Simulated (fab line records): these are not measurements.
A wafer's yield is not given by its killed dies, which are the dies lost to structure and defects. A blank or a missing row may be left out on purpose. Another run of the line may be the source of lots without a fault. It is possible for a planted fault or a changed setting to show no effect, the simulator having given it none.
fab line records	flow n5_finfet
record lots=7	wafers=21
route steps=1938 shown WELL_APT@21 FIN_SAQP@125 FIN_CUT@156 DUMMY_GATE@228 SD_EPI_P@312 SDB@347
start_h: the number of hours between the record's first day and the start of the first shown wafer of the lot	wait_h: hours elapsed since this lot's preceding step	" unchanged from the row above	L1.1+2: several wafers, shown together as one row	- either no value or no given start	* or withheld: withheld	< > ~ a bound
route shown NAME@n: NAME is a module with steps in the file, n the number in the route of the first one	usual: the fault-free wafers' mean and standard deviation	same: alike in all rows	chamber/n: place in a boat	sites: per-site readings	_std_site: the values' standard deviation	_edge_site: outer sites' mean less inner sites'	radius_mm: for every site, how far away it sits from the centre of the wafer	mask NAME#n: copy n	behind: the tool/chamber that last shaped the wafer	hold: reason for holding the lot/hours on hold/outcome of the hold	device: the n, p or np transistor that did not switch	end of line: tests of these same wafers at the route's end	where a step has no rows: the recipe by itself	killed: at the first sort, the dies lost to defects and structure; wafer yield is something else	map: dies across one wafer; x = killed, . = not, _ = none there
set.NAME: the setting that was run; set.NAME@STEP: the one run at that earlier step	model.NAME: the simulator's own value behind a step, which no gauge read
lots run with intentionally changed settings; tables by step, rows by wafer
## steps
# step N5_WELL_APT_COAT_02
# recipe spin_rpm=1357	resist_thk_nm=950
lot.wafer	tool	chamber	start_h	wait_h	set.spin_rpm	model.coat_of_WELL_APT_COAT_02.thk_nm
L074.4	litho_track-02	0	-	-	1273	980.3
L074.5	"	0	"	"	1357	950.3
L074.6	"	0	"	"	1357	950.2
L075.2	litho_track-05	0	-	-	1357	952.9
L075.3	"	0	"	"	1208	1009
L075.6	"	0	"	"	1357	955
L078.2	litho_track-02	0	-	-	1357	952.7
L078.4	"	0	"	"	1357	955.7
L078.6	"	0	"	"	1490	909
L080.1	litho_track-05	0	-	-	1357	947.2
L080.4	"	0	"	"	1357	950.2
L080.5	"	0	"	"	1357	952
L084.3	litho_track-03	0	-	-	1357	951.9
L084.4	"	0	"	"	1357	950.3
L084.5	"	0	"	"	1357	952.3
L088.1	litho_track-05	0	-	-	1357	955.3
L088.3	"	0	"	"	1357	953
L088.4	"	0	"	"	1295	976.2
L096.1	litho_track-03	0	-	-	1357	951.4
L096.2	"	0	"	"	1443	921.7
L096.6	"	0	"	"	1357	949.2
# step N5_WELL_APT_PEB_23
# recipe peb_temp_c=130	peb_time_s=90
lot.wafer	tool	chamber	start_h	wait_h	set.peb_temp_c
L074.4+6	litho_track-02	0	14.81	0.0	128.1
L074.5	"	0	"	"	130
L075.2+3	litho_track-03	0	22.25	0.0	132.5
L075.6	"	0	"	"	130
L078.2+4+6	litho_track-02	0	38.69	0.0	126.6
L080.1+4	litho_track-02	0	50.68	0.1	127.7
L080.5	"	0	"	"	130
L084.3+4+5	litho_track-03	0	74.82	0.0	130
L088.1	litho_track-02	0	98.66	0.1	128.5
L088.3+4	"	0	"	"	130
L096.1+6	litho_track-02	0	146.99	0.1	128.8
L096.2	"	0	"	"	130
# step N5_WELL_APT_DEVELOP_24
# recipe develop_time_s=45	rinse_liquid=surfactant_rinse	dry=air_spin	dev_temp_c=21
lot.wafer	tool	chamber	start_h	wait_h	set.develop_time_s
L074.4+5	litho_track-02	0	-	-	45
L074.6	"	0	"	"	35.63
L075.2+3	litho_track-03	0	-	-	54.78
L075.6	"	0	"	"	45
L078.2+4	litho_track-02	0	-	-	41.63
L078.6	"	0	"	"	45
L080.1+4+5	litho_track-02	0	-	-	45
L084.3+4+5	litho_track-03	0	-	-	45
L088.1+3	litho_track-02	0	-	-	49.91
L088.4	"	0	"	"	45
L096.1	litho_track-02	0	-	-	45
L096.2+6	"	0	"	"	54.01
# step N5_WELL_APT_HARDBAKE_29
# recipe temp_c=130	time_s=120
# step N5_WELL_APT_CD_MEAS_25
# recipe target_cd_nm=200	landing_energy_ev=500	detector=se_inlens
# usual cd_nm=200.6/1.5
lot.wafer	tool	chamber	start_h	wait_h	set.peb_temp_c@WELL_APT_PEB_23	cd_nm
L074.4	cd_sem-02	0	14.93	-	128.1	187.9
L074.5	"	0	"	"	130	200.2
L074.6	"	0	"	"	128.1	188.4
L075.2	cd_sem-02	0	22.37	-	132.5	211.4
L075.3	"	0	"	"	132.5	215.4
L075.6	"	0	"	"	130	199.4
L078.2	cd_sem-02	0	38.81	-	126.6	177.9
L078.4	"	0	"	"	126.6	175.4
L078.6	"	0	"	"	126.6	176.5
L080.1	cd_sem-03	0	50.79	-	127.7	188.8
L080.4	"	0	"	"	127.7	185.8
L080.5	"	0	"	"	130	202.6
L084.3	cd_sem-01	0	74.94	-	130	199.5
L084.4	"	0	"	"	130	201.9
L084.5	"	0	"	"	130	201.2
L088.1	cd_sem-02	0	98.78	-	128.5	190.4
L088.3	"	0	"	"	130	200.0
L088.4	"	0	"	"	130	200.4
L096.1	cd_sem-03	0	147.11	-	128.8	194.2
L096.2	"	0	"	"	130	203.5
L096.6	"	0	"	"	128.8	195.4
# step N5_WELL_APT_DESCUM_30
# recipe chemistry=O2	time_s=7.9	source_power_w=50	bias_power_w=20	pressure_mtorr=20	rf_frequency_hz=2.712e+07	temp_c=40	o2_flow_sccm=225
lot.wafer	tool	chamber	start_h	wait_h	set.peb_temp_c@WELL_APT_PEB_23	model.WELL_APT.cd_nm
L074.4	rie_diel-04	2	15.25	0.3	128.1	188.2
L074.5	"	3	"	"	130	200.2
L074.6	"	0	"	"	128.1	188.4
L075.2	rie_diel-01	1	22.46	0.0	132.5	210.9
L075.3	"	3	"	"	132.5	215.4
L075.6	"	2	"	"	130	199.5
L078.2	rie_diel-01	1	38.94	0.1	126.6	177.8
L078.4	"	2	"	"	126.6	175.5
L078.6	"	0	"	"	126.6	176.6
L080.1	rie_diel-04	1	50.88	0.0	127.7	189
L080.4	"	2	"	"	127.7	186
L080.5	"	3	"	"	130	202.5
L084.3	rie_diel-04	3	75.02	0.0	130	199.2
L084.4	"	0	"	"	130	201.6
L084.5	"	3	"	"	130	201.4
L088.1	rie_diel-01	1	98.87	0.0	128.5	190.3
L088.3	"	3	"	"	130	200.2
L088.4	"	0	"	"	130	200.6
L096.1	rie_diel-04	3	147.20	0.0	128.8	194.2
L096.2	"	2	"	"	130	203.5
L096.6	"	3	"	"	128.8	195.7
# step N5_FIN_SAQP_SPACER1_ALD_24
# recipe material=SiO2	target_thk_a=203	temp_c=300	ald_precursor_family=BDEAS	ald_co_reactant=O2-plasma	pulse_time_s=1	purge_time_s=2	co_reactant_purge_time_s=2	ald_cycles=218	pressure_torr=2
lot.wafer	tool	chamber	start_h	wait_h	set.temp_c	model.SiO2_of_FIN_SAQP_SPACER1_ALD_24.thk_nm
L074.4	ald_sin-01	1	24.09	0.1	305.8	20.2
L074.5	"	2	"	"	305.8	20
L074.6	"	3	"	"	300	20.2
L075.2	ald_sin-03	2	31.24	0.3	300	20.2
L075.3+6	"	0,3	"	"	306.6	20
L078.2+6	ald_sin-03	0,1	47.59	1.2	296.2	20.6
L078.4	"	3	"	"	300	20.2
L080.1	ald_sin-01	0	58.75	0.3	291.4	21
L080.4+5	"	2,0	"	"	300	20.4
L084.3+4	ald_sin-04	3,1	82.79	0.1	300	20.2
L084.5	"	1	"	"	300	20.4
L088.1+3	ald_sin-04	1,0	106.64	0.3	289.9	21
L088.4	"	3	"	"	300	20.2
L096.1+2	ald_sin-03	3,2	155.17	0.3	304.8	20.2
L096.6	"	3	"	"	300	20.4
# step N5_FIN_SAQP_SPACER1_ETCHBACK_25
# recipe chemistry=CHF3/O2	mode=anisotropic_etchback	target=SiO2	target_depth_a=244	time_s=12.2	pressure_mtorr=30	source_w=650	bias_w=170	Ar_flow_sccm=200	CHF3_flow_sccm=50	O2_flow_sccm=5	ion_energy_ev=200
# step N5_FIN_SAQP_MANDREL1_REMOVE_56
# recipe chemistry=HBr/Cl2/O2	bt_time_s=10	target=a-Si	stop_on=SiNx	endpoint=OES-SiCl	over_etch_frac=1	icp_w=600	bias_w=22	HBr_flow_sccm=150	Cl2_flow_sccm=80	O2_flow_sccm=5	pressure_mtorr=10
lot.wafer	tool	chamber	start_h	wait_h	set.temp_c@FIN_SAQP_SPACER1_ALD_24	model.FIN_SAQP.cd_nm
L074.4	rie_si-02	3	24.98	0.1	305.8	20.2
L074.5	"	2	"	"	305.8	20
L074.6	"	1	"	"	300	20.2
L075.2	rie_si-02	2	32.06	0.1	300	20.4
L075.3	"	1	"	"	306.6	20
L075.6	"	3	"	"	306.6	20.2
L078.2	rie_si-02	0	48.40	0.1	296.2	20.6
L078.4	"	3	"	"	300	20.4
L078.6	"	1	"	"	296.2	20.8
L080.1	rie_si-01	0	59.56	0.1	291.4	21
L080.4+5	"	1,3	"	"	300	20.4
L084.3	rie_si-01	3	83.59	0.1	300	20.4
L084.4+5	"	2	"	"	300	20.2
L088.1+3	rie_si-02	2,3	107.44	0.1	289.9	21
L088.4	"	1	"	"	300	20.2
L096.1+2	rie_si-02	2,0	155.98	0.1	304.8	20.2
L096.6	"	2	"	"	300	20.4
# step N5_FIN_CUT_COAT_29
# recipe resist=underlayer	temp_c=205	time_s=60	spin_rpm=1500	resist_thk_nm=10
lot.wafer	tool	chamber	start_h	wait_h	set.spin_rpm	model.underlayer_of_FIN_CUT_COAT_29.thk_nm
L074.4	litho_track-02	0	-	-	1343	10.6
L074.5+6	"	0	"	"	1500	10
L075.2+6	litho_track-04	0	-	-	1500	10
L075.3	"	0	"	"	1557	9.8
L078.2	litho_track-02	0	-	-	1500	10
L078.4+6	"	0	"	"	1365	10.6
L080.1+5	litho_track-04	0	-	-	1500	10
L080.4	"	0	"	"	1607	9.6
L084.3+4+5	litho_track-04	0	-	-	1500	10
L088.1+4	litho_track-02	0	-	-	1500	10
L088.3	"	0	"	"	1367	10.4
L096.1+2+6	litho_track-04	0	-	-	1500	10
# step N5_FIN_CUT_ETCH_30
# recipe chemistry=N2/H2	target=underlayer	target_depth_a=130	mask_material=CAR-EUV	time_s=10.4	ion_energy_ev=200	pressure_mtorr=30	source_w=840	bias_w=150	n2_flow_sccm=200	h2_flow_sccm=200	ends=cleared
lot.wafer	tool	chamber	start_h	wait_h	set.target_depth_a	set.spin_rpm@FIN_CUT_COAT_29	model.CAR-EUV_of_FIN_CUT_COAT_02.thk_nm	model.etch.depth_nm
L074.4	rie_diel-02	2	28.03	0.0	130	1343	14	10.59
L074.5	"	2	"	"	130	1500	14.6	10.02
L074.6	"	3	"	"	117.3	1500	14.6	10.02
L075.2	rie_diel-05	3	35.28	0.0	130	1500	14.6	10.01
L075.3	"	2	"	"	130	1557	15	9.835
L075.6	"	0	"	"	130	1500	14.6	9.963
L078.2	rie_diel-05	3	51.44	0.0	130	1500	14.6	10.06
L078.4	"	0	"	"	143.7	1365	14.2	10.53
L078.6	"	0	"	"	143.7	1365	14	10.52
L080.1	rie_diel-02	1	62.26	0.0	130	1500	14.6	9.961
L080.4	"	2	"	"	130	1607	15	9.657
L080.5	"	0	"	"	130	1500	14.6	9.949
L084.3	rie_diel-05	3	86.66	0.0	130	1500	14.6	10.02
L084.4+5	"	1	"	"	130	1500	14.6	10.04
L088.1+4	rie_diel-02	3,0	110.37	0.0	130	1500	14.6	10.02
L088.3	"	3	"	"	130	1367	14.2	10.49
L096.1	rie_diel-02	0	169.88	0.0	130	1500	14.4	10.01
L096.2	"	1	"	"	130	1500	14.6	9.995
L096.6	"	2	"	"	130	1500	14.6	10.03
# step N5_FIN_CUT_ETCH_20
# recipe chemistry=CF4	target=SiARC	target_depth_a=260	mask_material=CAR-EUV	time_s=43.3	ion_energy_ev=80	pressure_mtorr=40	source_w=545	bias_w=36	Ar_flow_sccm=100	cf4_flow_sccm=100	ends=cleared
lot.wafer	tool	chamber	start_h	wait_h	set.spin_rpm@FIN_CUT_COAT_29	model.underlayer_of_FIN_CUT_COAT_29.thk_nm
L074.4	rie_diel-02	2	28.05	0.0	1343	9.8
L074.5+6	"	2,3	"	"	1500	9.2
L075.2+6	rie_diel-05	3,0	35.30	0.0	1500	9.2
L075.3	"	2	"	"	1557	9.2
L078.2	rie_diel-05	3	51.45	0.0	1500	9.4
L078.4+6	"	0	"	"	1365	9.8
L080.1+5	rie_diel-02	1,0	62.28	0.0	1500	9.2
L080.4	"	2	"	"	1607	9
L084.3	rie_diel-05	3	86.68	0.0	1500	9.2
L084.4+5	"	1	"	"	1500	9.4
L088.1+4	rie_diel-02	3,0	110.40	0.0	1500	9.2
L088.3	"	3	"	"	1367	9.8
L096.1+2	rie_diel-02	0,1	169.90	0.0	1500	9.2
L096.6	"	2	"	"	1500	9.4
# step N5_DUMMY_GATE_EXPOSE_12
# recipe mask_id=GATE	na=0.33	source_shape=annular	sigma_inner=0.2	sigma_outer=0.6	polarization=unpolarized	target_cd_nm=25	dose_mj=34
lot.wafer	tool	chamber	start_h	wait_h	mask	set.dose_mj
L074.4+6	euv_scanner-01	0	46.27	-	GATE#0	35.85
L074.5	"	0	"	"	GATE#0	34
L075.2+6	euv_scanner-01	0	55.73	-	GATE#0	36.29
L075.3	"	0	"	"	GATE#0	34
L078.2+4	euv_scanner-01	0	69.50	-	GATE#0	35.2
L078.6	"	0	"	"	GATE#0	34
L080.1+4+5	euv_scanner-01	0	82.39	-	GATE#0	35.51
L084.3+4+5	euv_scanner-01	0	106.13	-	GATE#0	34
L088.1+4	euv_scanner-02	0	131.12	-	GATE#0	34
L088.3	"	0	"	"	GATE#0	33.3
L096.1	euv_scanner-02	0	212.19	-	GATE#0	34
L096.2+6	"	0	"	"	GATE#0	31.75
# step N5_DUMMY_GATE_PEB_13
# recipe peb_temp_c=100	peb_time_s=60	resist=CAR-EUV
# step N5_DUMMY_GATE_DEVELOP_14
# recipe develop_time_s=30	developer=TMAH	resist=CAR-EUV	rinse_liquid=surfactant_rinse	dry=air_spin	dev_temp_c=23
# step N5_DUMMY_GATE_CD_MEAS_15
# recipe target_cd_nm=25.8	landing_energy_ev=500	detector=se_inlens
# usual cd_nm=25.05/0.22
lot.wafer	tool	chamber	start_h	wait_h	set.dose_mj@DUMMY_GATE_EXPOSE_12	cd_nm
L074.4	cd_sem-02	0	46.38	-	35.85	24.06
L074.5	"	0	"	"	34	25.41
L074.6	"	0	"	"	35.85	24.36
L075.2	cd_sem-01	0	55.85	-	36.29	23.92
L075.3	"	0	"	"	34	25.14
L075.6	"	0	"	"	36.29	23.39
L078.2	cd_sem-03	0	69.63	-	35.2	24.13
L078.4	"	0	"	"	35.2	24.53
L078.6	"	0	"	"	34	24.73
L080.1	cd_sem-03	0	82.52	-	35.51	23.99
L080.4	"	0	"	"	35.51	24.18
L080.5	"	0	"	"	35.51	24.51
L084.3	cd_sem-01	0	106.25	-	34	24.69
L084.4	"	0	"	"	34	25.19
L084.5	"	0	"	"	34	24.68
L088.1	cd_sem-02	0	131.25	-	34	24.65
L088.3	"	0	"	"	33.3	25.16
L088.4	"	0	"	"	34	25.28
L096.1	cd_sem-03	0	212.32	-	34	25.19
L096.2	"	0	"	"	31.75	26.52
L096.6	"	0	"	"	31.75	26.53
# step N5_DUMMY_GATE_STRIP_38
# recipe chemistry=N2/H2	temp_c=40	n2_flow_sccm=200	h2_flow_sccm=200	rf_frequency_hz=6e+07
# step N5_DUMMY_GATE_STRIP_39
# recipe chemistry=N2/H2	temp_c=40	n2_flow_sccm=200	h2_flow_sccm=200	rf_frequency_hz=6e+07
# step N5_DUMMY_GATE_TRIM_49
# recipe chemistry=O2	resist=SOC	time_s=29	target_cd_nm=14	source_power_w=300	bias_power_w=0	O2_flow_sccm=100	temp_c=20
lot.wafer	tool	chamber	start_h	wait_h	set.dose_mj@DUMMY_GATE_EXPOSE_12	model.DUMMY_GATE.cd_nm
L074.4	rie_si-03	2	46.73	0.0	35.85	13
L074.5	"	2	"	"	34	14
L074.6	"	3	"	"	35.85	13.2
L075.2+6	rie_si-03	3,1	56.21	0.0	36.29	12.8
L075.3	"	2	"	"	34	13.6
L078.2	rie_si-05	2	69.98	0.0	35.2	13.4
L078.4	"	3	"	"	35.2	13
L078.6	"	2	"	"	34	13.8
L080.1+4+5	rie_si-05	1,0,1	82.87	0.0	35.51	13.2
L084.3	rie_si-06	2	106.61	0.0	34	13.4
L084.4+5	"	3	"	"	34	13.6
L088.1	rie_si-05	3	131.68	0.0	34	14.2
L088.3	"	1	"	"	33.3	14.4
L088.4	"	0	"	"	34	13.8
L096.1	rie_si-03	0	213.32	0.0	34	14
L096.2+6	"	1,0	"	"	31.75	15.4
# step N5_SD_EPI_P_ETCH_16
# recipe chemistry=CHF3/O2	target=SiO2	target_depth_a=50	mask_material=SOC	pressure_mtorr=30	source_w=650	bias_w=170	Ar_flow_sccm=200	CHF3_flow_sccm=50	O2_flow_sccm=5	ion_energy_ev=200
lot.wafer	tool	chamber	start_h	wait_h	set.target_depth_a	model.etch.depth_nm
L074.4	rie_diel-03	3	54.79	0.1	50	5.002
L074.5	"	3	"	"	53.3	5.331
L074.6	"	0	"	"	50	5.033
L075.2	rie_diel-05	2	64.03	0.1	50	5.004
L075.3	"	1	"	"	55.63	5.722
L075.6	"	3	"	"	50	5.03
L078.2	rie_diel-05	0	76.96	0.1	50	4.866
L078.4	"	2	"	"	50	4.965
L078.6	"	3	"	"	50	4.999
L080.1	rie_diel-02	3	90.51	0.1	50	5.07
L080.4	"	1	"	"	53.38	5.304
L080.5	"	2	"	"	53.38	5.394
L084.3	rie_diel-03	2	114.45	0.1	50	4.975
L084.4	"	1	"	"	50	4.98
L084.5	"	3	"	"	50	4.999
L088.1	rie_diel-05	0	139.66	0.1	55.75	5.384
L088.3	"	2	"	"	55.75	5.579
L088.4	"	3	"	"	50	5.014
L096.1	rie_diel-02	1	220.70	0.1	50	4.967
L096.2	"	3	"	"	44.76	4.491
L096.6	"	2	"	"	44.76	4.545
# step N5_SD_EPI_P_EPI_21
# recipe material=SiGe:B	dopant=B	temp_c=550	pressure_torr=20	ambient=H2	time_s=355
lot.wafer	tool	chamber	start_h	wait_h	set.epi_growth_time_s	model.SiGe-B_of_SD_EPI_P_EPI_21.thk_nm
L074.4+6	epi_rpcvd-03	0	56.60	1.1	355	61
L074.5	"	0	"	"	355	61.6
L075.2+3	epi_rpcvd-03	0	65.37	0.6	330.4	57.6
L075.6	"	0	67.29	2.4	355	60.6
L078.2	epi_rpcvd-04	0	78.05	0.5	330.6	58.2
L078.4	"	0	"	"	330.6	58.6
L078.6	"	0	"	"	330.6	58.4
L080.1	epi_rpcvd-01	0	91.24	0.1	338.7	60.2
L080.4	"	0	92.32	1.1	338.7	59.4
L080.5	"	0	"	"	355	60.6
L084.3	epi_rpcvd-04	0	115.91	0.8	355	62
L084.4+5	"	0	"	"	355	61.6
L088.1	epi_rpcvd-04	0	140.39	0.1	338.3	59.6
L088.3	"	0	"	"	338.3	59.2
L088.4	"	0	"	"	355	61.4
L096.1+2	epi_rpcvd-03	0	221.43	0.1	355	62.2
L096.6	"	0	223.23	1.8	355	62.8
# step N5_SD_EPI_P_HM_STRIP_48
# recipe chemistry=H3PO4	temp_c=160	material=SiNx	target=SiNx	target_depth_a=30	overetch_fraction=0.3
lot.wafer	tool	chamber	start_h	wait_h	set.epi_growth_time_s@SD_EPI_P_EPI_21	model.SiGe-B_of_SD_EPI_P_EPI_21.thk_nm
L074.4	wet_bench-03	3	57.76	0.0	355	60.8
L074.5	"	5	"	"	355	61.2
L074.6	"	4	"	"	355	60.6
L075.2	wet_bench-01	6	67.84	0.0	330.4	57.4
L075.3	"	1	"	"	330.4	57.2
L075.6	"	7	"	"	355	60.4
L078.2	wet_bench-01	4	79.92	0.0	330.6	58
L078.4+6	"	0,1	"	"	330.6	58.2
L080.1	wet_bench-06	4	93.49	0.0	338.7	60
L080.4	"	6	"	"	338.7	59
L080.5	"	5	"	"	355	60.2
L084.3	wet_bench-03	6	117.43	0.0	355	61.6
L084.4	"	3	"	"	355	61.2
L084.5	"	0	"	"	355	61.4
L088.1	wet_bench-06	7	142.63	0.0	338.3	59.2
L088.3	"	0	"	"	338.3	59
L088.4	"	6	"	"	355	61.2
L096.1	wet_bench-01	6	223.66	0.0	355	61.8
L096.2	"	7	"	"	355	62
L096.6	"	0	"	"	355	62.4
# step N5_SD_EPI_P_SRD_49
# recipe dry=ipa_marangoni	time_s=30	temp_c=23	rinse_liquid=diw
# step N5_SD_EPI_P_PRECLEAN_24
# recipe chemistry=O3/DIW	time_s=45	temp_c=22	o3_ppm=10
lot.wafer	tool	chamber	start_h	wait_h	set.epi_growth_time_s@SD_EPI_P_EPI_21	model.SiGe-B_of_SD_EPI_P_EPI_21.thk_nm
L074.4+6	wet_bench-03	3,4	57.83	0.0	355	60.6
L074.5	"	5	"	"	355	61
L075.2+3	wet_bench-01	6,1	67.91	0.0	330.4	57.2
L075.6	"	7	"	"	355	60.2
L078.2	wet_bench-01	4	79.99	0.0	330.6	57.8
L078.4	"	0	"	"	330.6	58.2
L078.6	"	1	"	"	330.6	58
L080.1	wet_bench-06	4	93.56	0.0	338.7	59.8
L080.4	"	6	"	"	338.7	59
L080.5	"	5	"	"	355	60
L084.3	wet_bench-03	6	117.49	0.0	355	61.4
L084.4+5	"	3,0	"	"	355	61.2
L088.1	wet_bench-06	7	142.70	0.0	338.3	59.2
L088.3	"	0	"	"	338.3	58.8
L088.4	"	6	"	"	355	61
L096.1+2	wet_bench-01	6,7	223.73	0.0	355	61.8
L096.6	"	0	"	"	355	62.4
# step N5_SDB_HM_DEP_00
# recipe material=SiNx	target_thk_a=400	temp_c=400	precursor=SiH4/NH3/N2	pressure_torr=1.5	rf_w=300	time_s=35.3
lot.wafer	tool	chamber	start_h	wait_h	set.time_s	model.SiNx_of_SDB_HM_DEP_00.thk_nm
L074.4	pecvd-01	0	65.24	0.1	32.3	36.6
L074.5	"	0	"	"	32.3	36.4
L074.6	"	2	"	"	35.3	40.2
L075.2	pecvd-03	0	75.04	0.0	35.3	39.6
L075.3	"	2	"	"	35.3	39.8
L075.6	"	2	"	"	35.3	40.2
L078.2	pecvd-03	0	87.13	0.0	35.3	39.6
L078.4+6	"	0,2	"	"	35.3	40.2
L080.1	pecvd-03	1	100.71	0.0	31.96	35.2
L080.4	"	0	"	"	35.3	40.2
L080.5	"	2	"	"	35.3	40
L084.3	pecvd-04	0	124.75	0.0	35.3	39.6
L084.4	"	0	"	"	35.3	40.4
L084.5	"	2	"	"	35.3	39.8
L088.1	pecvd-03	2	150.62	0.0	35.3	39.6
L088.3	"	2	"	"	30.16	34.2
L088.4	"	0	"	"	35.3	40
L096.1	pecvd-01	2	231.20	0.0	35.3	40.2
L096.2	"	0	"	"	35.3	39.8
L096.6	"	0	"	"	31.35	36.4
## key
split step=N5_WELL_APT_COAT_02	setting=spin_rpm	stated=1357	by=wafer
response step=N5_WELL_APT_COAT_02	reading=model.coat_of_WELL_APT_COAT_02.thk_nm	change=-4.8	per=1%	r=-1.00
split step=N5_WELL_APT_PEB_23	setting=peb_temp_c	stated=130	by=wafer
response step=N5_WELL_APT_CD_MEAS_25	reading=cd_nm	change=+8.15	per=1%	r=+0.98
response step=N5_WELL_APT_DESCUM_30	reading=model.WELL_APT.cd_nm	change=+8.05	per=1%	r=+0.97
split step=N5_WELL_APT_DEVELOP_24	setting=develop_time_s	stated=45	by=wafer
response none clear
split step=N5_FIN_SAQP_SPACER1_ALD_24	setting=temp_c	stated=300	by=wafer
response step=N5_FIN_SAQP_SPACER1_ALD_24	reading=model.SiO2_of_FIN_SAQP_SPACER1_ALD_24.thk_nm	change=-0.182	per=1%	r=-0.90
response step=N5_FIN_SAQP_MANDREL1_REMOVE_56	reading=model.FIN_SAQP.cd_nm	change=-0.185	per=1%	r=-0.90
split step=N5_FIN_CUT_COAT_29	setting=spin_rpm	stated=1500	by=wafer
response step=N5_FIN_CUT_COAT_29	reading=model.underlayer_of_FIN_CUT_COAT_29.thk_nm	change=-0.0563	per=1%	r=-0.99
response step=N5_FIN_CUT_ETCH_30	reading=model.CAR-EUV_of_FIN_CUT_COAT_02.thk_nm	change=+0.0559	per=1%	r=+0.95
response step=N5_FIN_CUT_ETCH_30	reading=model.etch.depth_nm	change=-0.0508	per=1%	r=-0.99
response step=N5_FIN_CUT_ETCH_20	reading=model.underlayer_of_FIN_CUT_COAT_29.thk_nm	change=-0.0497	per=1%	r=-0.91
split step=N5_FIN_CUT_ETCH_30	setting=target_depth_a	stated=130	by=wafer
response none clear
split step=N5_DUMMY_GATE_EXPOSE_12	setting=dose_mj	stated=34	by=wafer
response step=N5_DUMMY_GATE_CD_MEAS_15	reading=cd_nm	change=-0.2	per=1%	r=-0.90
response step=N5_DUMMY_GATE_TRIM_49	reading=model.DUMMY_GATE.cd_nm	change=-0.166	per=1%	r=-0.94
split step=N5_SD_EPI_P_ETCH_16	setting=target_depth_a	stated=50	by=wafer
response step=N5_SD_EPI_P_ETCH_16	reading=model.etch.depth_nm	change=+0.0479	per=1%	r=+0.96
split step=N5_SD_EPI_P_EPI_21	setting=epi_growth_time_s	stated=355	by=wafer
response step=N5_SD_EPI_P_EPI_21	reading=model.SiGe-B_of_SD_EPI_P_EPI_21.thk_nm	change=+0.371	per=1%	r=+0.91
response step=N5_SD_EPI_P_HM_STRIP_48	reading=model.SiGe-B_of_SD_EPI_P_EPI_21.thk_nm	change=+0.379	per=1%	r=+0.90
response step=N5_SD_EPI_P_PRECLEAN_24	reading=model.SiGe-B_of_SD_EPI_P_EPI_21.thk_nm	change=+0.361	per=1%	r=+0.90
split step=N5_SDB_HM_DEP_00	setting=time_s	stated=35.3	by=wafer
response step=N5_SDB_HM_DEP_00	reading=model.SiNx_of_SDB_HM_DEP_00.thk_nm	change=+0.4	per=1%	r=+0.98
